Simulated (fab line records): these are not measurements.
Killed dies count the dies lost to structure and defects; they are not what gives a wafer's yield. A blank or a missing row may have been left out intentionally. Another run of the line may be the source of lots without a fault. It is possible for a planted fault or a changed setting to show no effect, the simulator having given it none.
Comparing a struck lot with a sound one / flow nandHarc / 15 out of 1302 route steps
Sound: wafers L417.3, L417.4, L417.6. The struck wafers were L430.2, L430.3, L430.5. Last of all comes the cause.
Order at every step that has rows: each side's tool, ch and its chambers, its first start. Under that, the readings that differ: sound wafers / struck wafers / difference of the means / sigmas: that difference in standard deviations of wafers without a fault.
alike: same words and numbers on both sides, and readings whose means sit less than 2 such deviations apart. not compared: any withheld reading, any reading some wafer has no value for, any bound like >300 that may hide the same value, and any number with overlapping values for which the record gives no deviation.
Wherever a step has rows on one side only, a row that says differs or no value, or a row with sigmas, the two part there. Numbers that don't overlap but have no deviation are shown without sigmas and don't part them. A reading missing from all wafers of one side parts the sides only when that side holds two or more wafers.

NHARC_A_SGD_CUT_THK_MEAS_22: measures by ellipsometry.
  struck on filmMetro-02, day 25 04:23; sound on filmMetro-01, day 19 10:46
  alike: thkNm
then, 2 steps without rows for these wafers: NHARC_A_SGD_CUT_SRD_23; NHARC_A_SGD_CUT_ETCH_26 (etches SiO2 in dHF, target depth 45.8 nm).
NHARC_A_SGD_CUT_ETCHBACK_24: etches the open film in CH3F/O2, target depth 50 nm, time 92.857 s.
  sound on rieDiel-11 ch 0,3, day 19 10:59; struck on rieDiel-08 ch 0,1, day 25 04:37
reading=drypumpMotorCurrentA (A); sound=6.5 5.9 6.4; struck=5.1 5.7 5.0; difference=-1.0; sigmas=-2
  alike: biasW, oesProductAu, rfFwdPowerW, rfVppV, showerheadPlenumPTorr, throttleValvePct
  not compared: rfHoursCounterH
NHARC_A_SGD_CUT_STRIP_28: strips in O2, time 20 s.
  sound: rieDiel-11 ch 0,1,3; struck: rieDiel-08 ch 0,2
reading=rfVppV (V); sound=56.9 58.9 57.3; struck=59.8 59.9 59.6; difference=+2.1; sigmas=+2
  alike: drypumpMotorCurrentA, oesProductAu, showerheadPlenumPTorr, throttleValvePct
  not compared: rfHoursCounterH
NHARC_A_SGD_CUT_INSPECT_25:
  struck on defectInspect-02, day 25 04:52; sound on defectInspect-01, day 19 11:14
  alike: rawDefectCount
NHARC_A_SLIT_DEP_25: deposits SiO2, target thk 200 nm.
  sound on pecvd-03 ch 1,2, day 19 11:39; struck on pecvd-02 ch 0,1, day 25 04:59
  alike: heaterPowerW, rfFwdPowerW, susceptorTempC, throttleValvePct
NHARC_A_SLIT_DEP_00: deposits aC, target thk 6200 nm.
  sound on aclDep-01 ch 0, day 19 13:13; struck on aclDep-01 ch 0, day 25 05:58
  alike: susceptorTempC, throttleValvePct
NHARC_A_SLIT_DEP_23: deposits SiON, target thk 100 nm.
  sound on pecvd-01 ch 1,2, day 19 15:44; struck on pecvd-03 ch 0,1,2, day 25 09:07
  alike: heaterPowerW, rfFwdPowerW, susceptorTempC
then, 3 steps without rows for these wafers: NHARC_A_SLIT_DEHYDRATE_01 (time 120 s); NHARC_A_SLIT_HMDS_02 (time 30 s); NHARC_A_SLIT_COAT_03 (resist thk 90 nm).
NHARC_A_SLIT_SOFTBAKE_04: time 55 s.
  sound on lithoTrack-04 ch 0, day 19 16:00; struck on lithoTrack-01 ch 0, day 25 09:00
reading=heaterPowerTotalW (W); sound=188.75 188.39 188.44; struck=228.52 228.07 228.41; difference=+39.81; sigmas=+99 or more
next, for these wafers, 1 step has no rows: NHARC_A_SLIT_EBR_05.
-- jump in the record: it breaks off in module A_SLIT and resumes in module END (first step shown: number 1302 of the route), and 5 days separate the struck wafers' starts before and after --
NHARC_END_SORT_01:
  sound on prober-02 ch 0, day 24 04:28; struck on prober-02 ch 0, day 30 07:46
  alike: killedAtArray, killedAtOther, killedAtPeriphery, killedDies, killedOpen, killedShort

## WHERE THEY PART
First at NHARC_A_SGD_CUT_ETCHBACK_24; last, within this record, at NHARC_A_SLIT_SOFTBAKE_04. Later steps at which nothing parts them and some readings are alike: NHARC_END_SORT_01.

WHY: the cause the simulator had injected
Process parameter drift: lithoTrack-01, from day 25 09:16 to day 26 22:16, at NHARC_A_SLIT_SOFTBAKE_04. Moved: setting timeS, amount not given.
